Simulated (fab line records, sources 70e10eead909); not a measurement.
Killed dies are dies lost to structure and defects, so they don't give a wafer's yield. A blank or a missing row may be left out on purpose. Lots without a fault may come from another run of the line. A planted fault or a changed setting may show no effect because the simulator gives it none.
fab line records | flow nand_harc
record lots=15 wafers=45 last_day=24
route steps=1159 shown A_SLIT@795 A_WL_FILL@814
lots that met no fault: from a run of the same line without faults
start_h: hours from the record's first day to the start of the lot's first wafer shown | wait_h: hours since the lot's step before | " the same as in the row above | L1.1+2: a row that stands for several wafers | - no value, or no start given | * or withheld: withheld | < > ~ a bound
route shown NAME@n: a module of which the file shows steps, and the number in the route of the first | usual: mean/standard deviation of fault-free wafers | same: alike in all rows | chamber/n: place in a boat | sites: the reading at each site | _std_site: their standard deviation | _edge_site: outer sites' mean less inner sites' | radius_mm: how far each site lies from the wafer's centre | mask NAME#n: copy n | behind: the tool/chamber that last shaped the wafer | hold: why the lot was held/for how many hours/how that ended | device: the transistor (n, p or np) that didn't switch | end of line: the same wafers' tests at the end of the route | a step without rows: its recipe alone | killed: dies lost to structure and defects at the first sort, not the wafer's yield | map: a wafer's dies, x killed, . not, _ none there
set.NAME: the setting as run; set.NAME@STEP: as run at that earlier step | model.NAME: the simulator's own value behind a step, which no gauge read
steps of the route over a sample of lots; a table a step, a row a wafer
services: from which hour (start_h, from the record's first day; less than 0 if before it) a tool's chamber was out of use, for how many hours, and why
## steps
# step NHARC_A_SLIT_ETCH_15
# recipe target_depth_a=32000 over_etch_frac=0.3 time_s=832 ion_energy_ev=150 o2_flow_sccm=400 cos_flow_sccm=20 ar_flow_sccm=0 rf_w=500 bias_w=300 chemistry=O2/COS
# usual drypump_motor_current_A=5.6/0.41 o2_flow_sccm=399.9/1.2 oes_product_au=1.000/0.01 rf_vpp_V=313.2/1.6 showerhead_plenum_p_Torr=3.06/0.094 throttle_valve_pct=28.329/0.0088
# columns lot.wafer tool chamber start_h wait_h drypump_motor_current_A o2_flow_sccm oes_product_au rf_hours_counter_h rf_vpp_V showerhead_plenum_p_Torr throttle_valve_pct
L540.4 rie_diel-06 1 - - 6.2 398.6 0.989 4 315.1 2.98 28.316
L540.3 " 2 " " 5.9 399.2 0.997 4 310.2 2.93 28.318
L540.1 " 0 " " 4.8 399.4 0.995 4 312.9 3.10 28.332
L538.1 rie_diel-11 0 - - 5.1 399.5 1.003 8 313.6 3.14 28.314
L538.2 " 2 " " 5.4 399.2 1.022 7 310.6 2.92 28.340
L538.6 " 0 " " 5.1 399.2 1.023 - 314.5 3.14 28.333
L537.3 rie_diel-10 1 - - 5.7 399.2 0.997 13 316.1 3.24 28.323
L537.4 " 2 " " 5.3 397.8 0.981 14 313.8 3.08 28.341
L537.1 " 0 " " 5.9 399.2 0.977 12 311.2 3.00 28.318
L536.2 rie_diel-06 1 - - 6.1 403.8 0.996 5 312.9 2.98 28.329
L536.1 " 2 " " 5.9 399.1 1.004 5 312.3 2.93 28.330
L536.5 " 1 " " 6.2 402.1 1.003 - 311.6 2.98 28.330
L539.3 rie_diel-11 2 - - 5.4 398.4 1.013 8 310.6 2.92 28.337
L539.4 " 3 " " 6.0 397.9 0.998 8 313.0 3.04 28.336
L539.2 " 0 " " 5.1 402.0 1.016 9 314.0 3.14 28.324
L544.1 rie_diel-10 3 - - 5.1 398.0 1.011 1 310.7 2.95 28.315
L544.2 " 1 " " 5.7 400.2 1.011 1 317.2 3.24 28.332
L544.5 " 3 " " 5.1 399.0 1.007 - 310.8 2.95 28.331
L546.1 rie_diel-10 0 - - 5.9 400.2 0.988 2 312.7 3.00 28.332
L546.4 " 1 " " 5.7 400.5 1.010 2 316.6 3.24 28.315
L546.3 " 2 " " 5.4 399.7 0.996 2 313.3 3.08 28.314
L547.1 rie_diel-06 3 - - 6.1 401.0 0.982 8 316.3 3.14 28.327
L547.2 " 0 " " 4.8 400.7 0.987 7 313.3 3.10 28.317
L547.3 " 2 " " 5.9 398.6 1.009 9 312.1 2.93 28.319
L552.3 rie_diel-06 3 - - 6.1 399.6 0.983 9 315.5 3.14 28.323
L552.6 " 3 " " 6.2 398.7 0.989 - 314.7 3.14 28.319
L552.5 " 0 " " 4.8 399.3 0.997 - 314.6 3.10 28.340
L554.4 rie_diel-10 1 - - 5.7 400.2 1.008 7 315.4 3.24 28.330
L554.5 " 1 " " 5.7 399.7 1.012 - 316.6 3.24 28.318
L554.6 " 2 " " 5.3 399.2 1.006 - 312.8 3.07 28.332
L553.1 rie_diel-11 2 - - 5.4 401.0 1.001 4 311.7 2.92 28.347
L553.3 " 0 " " 5.1 400.4 1.011 4 313.4 3.14 28.327
L553.4 " 1 " " 5.7 401.4 1.002 - 313.4 3.07 28.331
L556.2 rie_diel-11 2 - - 5.4 399.1 0.999 5 310.8 2.92 28.326
L556.1 " 3 " " 5.9 401.4 0.993 4 312.0 3.03 28.335
L556.6 " 1 " " 5.7 400.9 1.003 - 312.9 3.07 28.342
L555.3 rie_diel-10 2 - - 5.3 400.1 0.988 8 314.3 3.07 28.322
L555.4 " 3 " " 5.1 400.2 0.987 7 310.2 2.95 28.316
L555.6 " 1 " " 5.7 401.5 1.017 - 315.6 3.24 28.340
L559.2 rie_diel-11 1 - - 5.7 402.6 1.021 6 313.6 3.07 28.325
L559.4 " 2 " " 5.4 398.5 1.003 5 311.5 2.92 28.334
L559.6 " 2 " " 5.4 400.6 1.005 - 310.5 2.92 28.331
L558.2 rie_diel-06 3 - - 6.1 401.4 1.004 1 313.2 3.14 28.337
L558.3 " 2 " " 5.9 399.3 0.996 2 312.2 2.93 28.330
L558.6 " 3 " " 6.2 399.5 1.007 - 315.1 3.14 28.312
# step NHARC_A_SLIT_STRIP_18
# recipe o2_flow_sccm=500 ar_flow_sccm=0 bias_w=0 chemistry=O2
# usual drypump_motor_current_A=5.6/0.39 o2_flow_sccm=500.0/1.4 oes_product_au=0.999/0.011 rf_vpp_V=57.7/0.94 showerhead_plenum_p_Torr=3.45/0.1 throttle_valve_pct=17.035/0.009
# columns lot.wafer tool chamber start_h wait_h drypump_motor_current_A o2_flow_sccm oes_product_au rf_hours_counter_h rf_vpp_V showerhead_plenum_p_Torr throttle_valve_pct
L540.1 rie_diel-10 2 - - 5.3 498.6 0.987 14 57.9 3.48 17.018
L540.4 " 0 " " 5.9 500.7 0.972 12 56.2 3.39 17.039
L540.3 " 1 " " 5.7 498.9 1.004 14 58.6 3.66 17.038
L538.2 rie_diel-11 1 - - 5.7 501.7 1.010 9 58.2 3.48 17.033
L538.1 " 2 " " 5.4 502.4 1.018 7 56.8 3.31 17.027
L538.6 " 0 " " 5.1 499.4 1.012 - 57.5 3.55 17.026
L537.4 rie_diel-10 1 - - 5.7 501.0 0.986 14 60.0 3.66 17.045
L537.1 " 2 " " 5.3 500.4 0.990 14 59.3 3.48 17.040
L537.3 " 0 " " 5.9 498.9 0.977 12 56.2 3.39 17.033
L536.2 rie_diel-11 1 - - 5.7 499.7 1.011 10 57.6 3.47 17.021
L536.1 " 2 " " 5.4 499.5 1.018 8 56.3 3.31 17.027
L536.5 " 1 " " 5.7 499.3 1.006 - 57.4 3.47 17.046
L539.2 rie_diel-11 0 - - 5.1 499.7 1.000 10 58.0 3.55 17.025
L539.3 " 2 " " 5.4 499.1 1.008 8 58.1 3.31 17.024
L539.4 " 3 " " 6.0 498.3 0.998 9 59.0 3.43 17.041
L544.1 rie_diel-06 0 - - 4.8 502.0 0.979 6 58.5 3.50 17.035
L544.2 " 2 " " 5.9 499.4 0.989 8 58.5 3.31 17.051
L544.5 " 1 " " 6.2 501.7 0.996 - 57.7 3.37 17.038
L546.1 rie_diel-11 0 - - 5.1 501.0 1.015 1 57.8 3.55 17.046
L546.4 " 2 " " 5.4 498.6 1.016 1 57.6 3.30 17.039
L546.3 " 3 " " 5.9 498.9 0.990 1 57.1 3.43 17.036
L547.1 rie_diel-11 0 - - 5.1 499.4 1.015 2 57.3 3.54 17.030
L547.3 " 1 " " 5.7 501.0 1.002 1 57.3 3.47 17.048
L547.2 " 3 " " 5.9 498.6 0.998 2 57.0 3.43 17.039
L552.3 rie_diel-11 3 - - 6.0 500.8 0.990 3 56.9 3.43 17.029
L552.6 " 1 " " 5.7 500.5 1.004 - 58.5 3.47 17.027
L552.5 " 2 " " 5.4 499.5 1.005 - 56.5 3.30 17.025
L554.4 rie_diel-10 2 - - 5.3 499.7 0.988 8 58.3 3.47 17.042
L554.6 " 1 " " 5.7 499.3 1.000 - 59.5 3.66 17.045
L554.5 " 2 " " 5.3 497.8 1.005 - 58.3 3.47 17.034
L553.3 rie_diel-11 2 - - 5.5 501.2 1.006 4 58.1 3.30 17.026
L553.1 " 0 " " 5.1 500.5 1.002 4 57.8 3.54 17.038
L553.4 " 2 " " 5.4 501.1 1.005 - 56.0 3.30 17.048
L556.2 rie_diel-06 3 - - 6.1 499.4 1.005 0 58.8 3.55 17.032
L556.1 " 1 " " 6.2 499.8 1.001 0 58.5 3.37 17.037
L556.6 " 3 " " 6.1 500.4 1.006 - 57.9 3.55 17.018
L555.4 rie_diel-11 1 - - 5.7 499.9 1.019 5 57.8 3.47 17.038
L555.3 " 3 " " 5.9 500.6 0.996 5 57.3 3.43 17.032
L555.6 " 1 " " 5.7 500.1 1.006 - 57.6 3.47 17.016
L559.4 rie_diel-11 0 - - 5.1 501.0 1.013 7 57.8 3.54 17.033
L559.2 " 2 " " 5.5 501.7 0.999 6 56.1 3.30 17.037
L559.6 " 3 " " 6.0 501.2 0.997 - 57.1 3.43 17.047
L558.2 rie_diel-11 0 - - 5.1 500.0 1.010 7 59.6 3.54 17.034
L558.3 " 1 " " 5.7 499.9 1.008 7 57.5 3.47 17.048
L558.6 " 3 " " 6.0 497.6 1.002 - 57.1 3.43 17.033
# step NHARC_A_WL_FILL_ETCHBACK_04
# recipe target_depth_a=600 time_s=120 chemistry=NF3
# usual drypump_motor_current_A=5.6/0.45 he_backside_leak_sccm=3.22/0.25 oes_product_au=1.001/0.0093 run_length_s=141.4/0.41
# columns lot.wafer tool chamber start_h wait_h drypump_motor_current_A he_backside_leak_sccm oes_product_au rf_hours_counter_h run_length_s
L540.1 rie_metal-03 0 345.89 2.4 5.0 3.03 1.007 1.3 141.5
L540.3 " 1 " " 6.2 3.07 0.997 - 140.7
L540.4 " 0 " " 5.0 2.95 1.000 - 141.5
L538.1 rie_metal-02 1 346.74 2.4 5.9 3.58 1.004 2.9 141.2
L538.2 " 0 " " 5.5 3.22 0.998 2.9 142.0
L538.6 " 1 " " 5.9 3.66 1.005 - 141.4
L537.1 rie_metal-01 0 348.68 2.8 5.2 3.00 1.017 0.0 141.3
L537.4 " 0 " " 5.3 2.89 1.019 - 141.2
L537.3 " 1 " " 6.2 3.64 0.989 - 141.0
L536.1 rie_metal-02 1 351.80 2.4 6.0 3.47 1.000 3.1 141.5
L536.2 " 0 " " 5.4 3.21 1.011 3.1 142.2
L536.5 " 1 " " 6.0 3.52 0.987 - 141.4
L539.2 rie_metal-03 0 354.29 2.3 5.1 2.95 1.004 1.8 141.3
L539.3 " 0 " " 5.1 2.99 0.995 - 141.1
L539.4 " 1 " " 6.2 3.11 0.999 - 141.1
L544.1 rie_metal-01 0 387.93 2.9 5.2 2.94 0.994 1.5 141.7
L544.2 " 1 " " 6.2 3.35 0.989 1.9 141.0
L544.5 " 1 " " 6.2 3.47 0.986 - 141.1
L546.1 rie_metal-01 0 397.42 2.9 5.2 3.01 1.017 1.7 141.2
L546.3 " 0 " " 5.2 3.16 1.003 - 141.1
L546.4 " 0 " " 5.2 3.10 1.003 - 141.4
L547.1 rie_metal-01 0 407.91 2.9 5.2 3.08 1.004 2.2 141.0
L547.2 " 0 " " 5.2 2.90 1.012 - 141.0
L547.3 " 0 " " 5.2 3.09 1.012 - 141.5
L552.3 rie_metal-03 0 432.67 2.0 5.0 3.01 1.012 - 141.5
L552.5 " 0 " " 5.1 3.18 1.000 - 141.1
L552.6 " 1 " " 6.2 3.19 0.998 - 141.1
L554.4 rie_metal-02 0 438.67 1.5 5.5 3.19 1.010 - 141.9
L554.5 " 0 " " 5.5 3.12 1.010 - 142.3
L554.6 " 1 " " 6.0 3.53 1.007 - 141.7
L553.1 rie_metal-03 1 438.81 2.4 6.2 3.12 0.994 4.3 141.2
L553.3 " 1 " " 6.2 3.04 0.987 - 140.8
L553.4 " 0 " " 5.0 2.99 0.988 - 141.4
L556.2 rie_metal-03 0 452.14 2.9 5.0 2.99 0.995 4.8 141.4
L556.1 " 1 " " 6.2 3.04 0.981 4.8 140.9
L556.6 " 0 " " 5.0 3.14 0.993 - 141.2
L555.4 rie_metal-01 1 452.60 1.5 6.2 3.63 0.983 - 140.8
L555.3 " 0 " " 5.2 2.90 1.007 - 141.4
L555.6 " 1 " " 6.2 3.59 0.999 - 140.8
L559.2 rie_metal-03 1 467.39 2.9 6.2 3.13 0.986 0.1 140.8
L559.4 " 0 " " 5.0 3.13 0.993 - 141.6
L559.6 " 1 " " 6.2 3.11 0.986 - 140.9
L558.2 rie_metal-01 0 469.84 2.9 5.2 3.04 0.989 5.3 141.3
L558.3 " 1 " " 6.2 3.67 0.989 - 141.3
L558.6 " 1 " " 6.2 3.68 0.991 - 140.9
# step NHARC_A_WL_FILL_ETCHBACK_16
# recipe target_depth_a=880 time_s=17.6 c4f8_flow_sccm=withheld o2_flow_sccm=8 ar_flow_sccm=withheld rf_w=600 bias_w=800 chemistry=C4F8/O2/Ar
# usual oes_product_au=0.97/0.035 rf_vpp_V=725/4.4 run_length_s=38.9/0.4
# columns lot.wafer tool chamber start_h wait_h oes_product_au rf_hours_counter_h rf_vpp_V run_length_s
L540.3 rie_diel-05 0 354.05 - 1.00 0.4 717 39.1
L540.4 " 1 " " 0.99 0.4 726 38.4
L540.1 " 3 " " 1.00 0.4 729 39.4
L538.2 rie_diel-08 1 359.91 - 0.93 1.3 723 38.7
L538.1 " 3 " " 0.92 1.2 727 38.8
L538.6 " 1 " " 0.92 - 723 38.7
L537.3 rie_diel-12 0 359.97 - 0.92 9.7 730 38.4
L537.1 " 2 " " 0.92 8.9 723 39.1
L537.4 " 3 " " 0.92 9.3 729 39.2
L536.2 rie_diel-08 2 362.90 - 0.94 1.3 724 39.6
L536.1 " 0 " " 0.95 1.2 730 38.8
L536.5 " 1 " " 0.96 - 724 38.4
L539.2 rie_diel-05 2 364.54 - 1.01 0.7 718 39.3
L539.4 " 3 " " 1.01 0.8 730 39.6
L539.3 " 1 " " 1.00 0.8 727 38.3
L544.1 rie_diel-05 1 399.26 - 0.93 1.8 727 25.9
L544.2 " 3 " " 0.95 2.1 731 26.9
L544.5 " 1 " " 0.93 - 728 25.9
L546.1 rie_diel-05 3 407.95 - 1.02 2.4 727 26.7
L546.4 " 0 " " 0.99 2.2 716 26.7
L546.3 " 1 " " 1.00 2.0 725 26.5
L547.3 rie_diel-05 1 418.44 - 1.00 2.4 726 26.1
L547.1 " 2 " " 0.99 2.4 720 27.0
L547.2 " 3 " " 1.02 3.0 730 26.8
L552.3 rie_diel-08 2 443.16 - 0.91 3.3 724 39.1
L552.5 " 2 " " 0.92 - 723 39.1
L552.6 " 3 " " 0.94 - 728 39.3
L553.1 rie_diel-12 0 448.88 - 1.00 4.4 729 38.2
L553.3 " 2 " " 1.00 4.4 723 39.6
L553.4 " 2 " " 0.99 - 722 39.0
L554.4 rie_diel-08 2 449.04 - 0.92 3.4 724 39.6
L554.5 " 1 " " 0.92 - 723 38.5
L554.6 " 2 " " 0.93 - 723 39.7
L556.2 rie_diel-08 2 462.42 - 0.93 3.7 723 39.3
L556.1 " 1 " " 0.93 3.7 723 38.6
L556.6 " 2 " " 0.91 - 723 39.3
L555.3 rie_diel-12 0 462.46 - 0.92 5.6 731 38.4
L555.4 " 1 " " 0.92 4.6 723 38.5
L555.6 " 0 " " 0.92 - 731 38.3
L559.4 rie_diel-08 3 477.24 - 0.93 3.9 726 38.9
L559.2 " 1 " " 0.92 4.0 724 38.4
L559.6 " 2 " " 0.92 - 723 39.3
L558.3 rie_diel-05 2 480.15 - 1.00 5.4 720 39.2
L558.2 " 3 " " 1.00 5.7 730 39.1
L558.6 " 1 " " 0.98 - 726 38.4
## services
# columns tool chamber start_h hours kind
rie_diel-11 0 321.00 - clean
rie_diel-11 1 321.00 - clean
rie_diel-11 3 321.20 3.2 repair
rie_metal-01 - 332.00 9.0 pm
rie_diel-05 - 340.60 9.0 pm
rie_diel-10 - 353.50 9.0 pm
rie_diel-05 2 359.40 1.3 repair
rie_diel-06 0 360.93 6.4 repair
rie_diel-08 0 363.55 4.1 repair
rie_diel-11 - 366.50 9.0 pm
rie_diel-12 - 379.40 9.0 pm
rie_diel-06 3 381.25 7.8 repair
rie_diel-05 2 384.93 1.5 repair
rie_metal-03 - 385.39 0.6 repair
rie_metal-02 - 388.00 9.0 pm
rie_metal-01 1 390.82 50.1 repair
rie_diel-11 3 418.01 9.6 repair
rie_diel-06 - 418.20 9.0 pm
rie_diel-12 1 448.21 12.8 repair
rie_metal-03 - 453.00 9.0 pm
rie_metal-01 - 460.73 0.6 repair
rie_metal-01 - 468.39 0.4 repair
rie_metal-01 1 472.31 5.4 repair
rie_diel-08 - 478.80 9.0 pm
## key
first_sign step=NHARC_A_WL_FILL_ETCHBACK_16 reading=run_length_s direction=down sigmas=31 usual=* struck=*
effect none on later readings
met_at NHARC_A_WL_FILL_ETCHBACK_16
struck_lots L544,L546,L547
later_rows_left_out L544.1,L544.2,L544.5,L546.1,L546.3,L546.4,L547.1,L547.2,L547.3
sort_left_out L544.1,L544.2,L544.5,L546.1,L546.3,L546.4,L547.1,L547.2,L547.3
tester_left_out L544,L546,L547
not_acting_at NHARC_A_SLIT_ETCH_15,NHARC_A_SLIT_STRIP_18,NHARC_A_WL_FILL_ETCHBACK_04
onset_between 364.54 399.26
fault kind=process_parameter_drift tool=rie_diel-05 chamber=- onset_h=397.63 steps=NHARC_A_WL_FILL_ETCHBACK_16 channel=time_s offset=* shape=step end_h=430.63 acts_in=* stated=*
# tester_left_out: of these lots the tester's yield and bins aren't shown, on N5 and GAA mostly nor the transistor test; their killed dies are dies lost to structure and defects alone, not to doping, threshold or leakage, so they don't give the yield
# sort_left_out: the simulated sort isn't trusted on such a fault, so these wafers' sort isn't shown, and their yield isn't known
# later_rows_left_out: the simulator's readings of these wafers behind a module that went badly wrong aren't trusted and aren't shown, but for the sort
